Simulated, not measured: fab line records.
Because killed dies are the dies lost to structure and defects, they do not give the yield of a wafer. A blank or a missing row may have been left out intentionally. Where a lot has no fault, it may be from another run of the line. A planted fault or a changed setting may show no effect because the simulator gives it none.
Split-lot study :: flow n5 finfet :: route with 1938 steps; 7 lots, 21 wafers read

== ON THE SPLIT ==
At N5_SD_EPI_P_EPI_21 (deposits SiGe:B, time 355 s), the setting epi growth time s was moved away from the recipe's 355 s on 11 of the 21 wafers read, by -8.4% to +9.0%. For the rest of the wafers, this setting stayed at what the recipe calls for.

== FROM THE SPLIT TO THE READING: what the file shows between them, 5 steps ==
- N5_SD_EPI_P_HM_STRIP_48: strips SiNx in H3PO4, material SiNx, target depth 3 nm
- N5_SD_EPI_P_SRD_49: time 30 s
- N5_SD_EPI_P_PRECLEAN_24: cleans in O3/DIW, time 45 s
- N5_SD_ACTIVATION_RTA_00: time 0 s
- N5_SD_ACTIVATION_LSA_01: time 0.0008 s

== THE READING ==
RS_SD_P (ohm/sq), read at N5_SD_ACTIVATION_RS_MEAS_03 with a four-point probe. Fault-free wafers of this fab line usually give 56.0 ohm/sq, standard deviation 1 ohm/sq.

wafer: L074.1
tool, chamber at the split: epi rpcvd-03, 0
epi growth time s as run, s: 386.9
against the recipe: +9.0%
RS_SD_P, ohm/sq: 53.1
against lot-mates on the recipe: -3.2

wafer: L074.3
tool, chamber at the split: epi rpcvd-03, 0
epi growth time s as run, s: 386.9
against the recipe: +9.0%
RS_SD_P, ohm/sq: 52.4
against lot-mates on the recipe: -3.9

wafer: L074.5
tool, chamber at the split: epi rpcvd-03, 0
epi growth time s as run, s: 355
against the recipe: recipe
RS_SD_P, ohm/sq: 56.3
against lot-mates on the recipe: -

wafer: L076.1
tool, chamber at the split: epi rpcvd-03, 0
epi growth time s as run, s: 355
against the recipe: recipe
RS_SD_P, ohm/sq: 56.7
against lot-mates on the recipe: -

wafer: L076.4
tool, chamber at the split: epi rpcvd-03, 0
epi growth time s as run, s: 364.8
against the recipe: +2.8%
RS_SD_P, ohm/sq: 54.5
against lot-mates on the recipe: -2.2

wafer: L076.6
tool, chamber at the split: epi rpcvd-03, 0
epi growth time s as run, s: 364.8
against the recipe: +2.8%
RS_SD_P, ohm/sq: 54.2
against lot-mates on the recipe: -2.5

wafer: L077.1
tool, chamber at the split: epi rpcvd-04, 0
epi growth time s as run, s: 355
against the recipe: recipe
RS_SD_P, ohm/sq: 55.6
against lot-mates on the recipe: -

wafer: L077.2
tool, chamber at the split: epi rpcvd-04, 0
epi growth time s as run, s: 355
against the recipe: recipe
RS_SD_P, ohm/sq: 56.0
against lot-mates on the recipe: -

wafer: L077.4
tool, chamber at the split: epi rpcvd-04, 0
epi growth time s as run, s: 327.4
against the recipe: -7.8%
RS_SD_P, ohm/sq: 58.9
against lot-mates on the recipe: +3.1

wafer: L079.1
tool, chamber at the split: epi rpcvd-03, 0
epi growth time s as run, s: 325.2
against the recipe: -8.4%
RS_SD_P, ohm/sq: 61.3
against lot-mates on the recipe: +4.1

wafer: L079.2
tool, chamber at the split: epi rpcvd-03, 0
epi growth time s as run, s: 355
against the recipe: recipe
RS_SD_P, ohm/sq: 57.2
against lot-mates on the recipe: -

wafer: L079.6
tool, chamber at the split: epi rpcvd-03, 0
epi growth time s as run, s: 325.2
against the recipe: -8.4%
RS_SD_P, ohm/sq: 60.5
against lot-mates on the recipe: +3.3

wafer: L083.1
tool, chamber at the split: epi rpcvd-01, 0
epi growth time s as run, s: 376.4
against the recipe: +6.0%
RS_SD_P, ohm/sq: 52.1
against lot-mates on the recipe: -2.4

wafer: L083.2
tool, chamber at the split: epi rpcvd-01, 0
epi growth time s as run, s: 355
against the recipe: recipe
RS_SD_P, ohm/sq: 55.1
against lot-mates on the recipe: -

wafer: L083.5
tool, chamber at the split: epi rpcvd-01, 0
epi growth time s as run, s: 355
against the recipe: recipe
RS_SD_P, ohm/sq: 54.0
against lot-mates on the recipe: -

wafer: L086.2
tool, chamber at the split: epi rpcvd-04, 0
epi growth time s as run, s: 355
against the recipe: recipe
RS_SD_P, ohm/sq: 56.9
against lot-mates on the recipe: -

wafer: L086.3
tool, chamber at the split: epi rpcvd-04, 0
epi growth time s as run, s: 355
against the recipe: recipe
RS_SD_P, ohm/sq: 57.1
against lot-mates on the recipe: -

wafer: L086.6
tool, chamber at the split: epi rpcvd-04, 0
epi growth time s as run, s: 355
against the recipe: recipe
RS_SD_P, ohm/sq: 57.5
against lot-mates on the recipe: -

wafer: L087.1
tool, chamber at the split: epi rpcvd-03, 0
epi growth time s as run, s: 344.3
against the recipe: -3.0%
RS_SD_P, ohm/sq: 57.1
against lot-mates on the recipe: no lot-mate on the recipe

wafer: L087.3
tool, chamber at the split: epi rpcvd-03, 0
epi growth time s as run, s: 344.3
against the recipe: -3.0%
RS_SD_P, ohm/sq: 57.3
against lot-mates on the recipe: no lot-mate on the recipe

wafer: L087.6
tool, chamber at the split: epi rpcvd-03, 0
epi growth time s as run, s: 344.3
against the recipe: -3.0%
RS_SD_P, ohm/sq: 56.7
against lot-mates on the recipe: no lot-mate on the recipe

FIT RESULTS
A straight line over all 21 wafers: RS_SD_P changes by -0.463 ohm/sq for each +1% of epi growth time s; r = -0.92; the points scatter about the line by 0.97 ohm/sq.
The same after taking each lot's own level away (the mean of its wafers on the recipe; 18 wafers): -0.428 ohm/sq for each +1%; r = -0.97; scatter 0.52 ohm/sq.
According to that fit, moving epi growth time s by its largest amount changes the reading by 3.8 ohm/sq.
The span of the lots' own levels, 54.55 to 57.20 ohm/sq, comes to 2.7 times the standard deviation stated above.
So the lot-to-lot level changes the slope little: the two slopes agree.
Check: for one of the wafers moved furthest among these (+9.0%), held out of the fit, the line's prediction against its lot-mates is -4.17 ohm/sq. Against them it came out at -3.2 ohm/sq.

== OTHER SPLITS APPLIED TO THESE WAFERS ==
Before the reading, these wafers also passed through other splits. Each is held against what the fit with the lots' levels taken away leaves over:
other split on the same wafers: N5_PMOS_HMC_CHANNEL_EPI_COAT_31 spin rpm
wafers away from the commonest value: 6
r with RS_SD_P (lot level and that fit taken away): -0.29

other split on the same wafers: N5_PMOS_HMC_CHANNEL_EPI_COAT_03 spin rpm
wafers away from the commonest value: 6
r with RS_SD_P (lot level and that fit taken away): -0.23

other split on the same wafers: N5_FIN_SAQP_ETCH_65 time s
wafers away from the commonest value: 10
r with RS_SD_P (lot level and that fit taken away): -0.20

other split on the same wafers: N5_DUMMY_GATE_COAT_28 spin rpm
wafers away from the commonest value: 8
r with RS_SD_P (lot level and that fit taken away): +0.19

other split on the same wafers: N5_SPACER0_ALD_00 ald cycles
wafers away from the commonest value: 7
r with RS_SD_P (lot level and that fit taken away): -0.12

other split on the same wafers: N5_SD_EPI_P_ETCH_16 target depth a
wafers away from the commonest value: 5
r with RS_SD_P (lot level and that fit taken away): +0.34

== THE WHOLE CHAIN: every reading that the file lists as answering this split, in the file's order ==
step: N5_SD_EPI_P_EPI_21
what it does: deposits SiGe:B, time 355 s
reading: SiGe-B_of_SD_EPI_P_EPI_21.thk nm (the simulator's own value, which no gauge read)
change (the file's fit): +0.447 nm for each +1% of the setting
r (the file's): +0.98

step: N5_SD_EPI_P_HM_STRIP_48
what it does: strips SiNx in H3PO4, material SiNx, target depth 3 nm
reading: SiGe-B_of_SD_EPI_P_EPI_21.thk nm (the simulator's own value, which no gauge read)
change (the file's fit): +0.438 nm for each +1% of the setting
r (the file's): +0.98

step: N5_SD_ACTIVATION_RS_MEAS_03
what it does: measures by four-point-probe
reading: RS_SD_P
change (the file's fit): -0.42 for each +1% of the setting
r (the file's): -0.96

== THE FILE'S OWN FIT ==
RS_SD_P changes by -0.42 ohm/sq for each +1% of epi growth time s, r = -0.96.
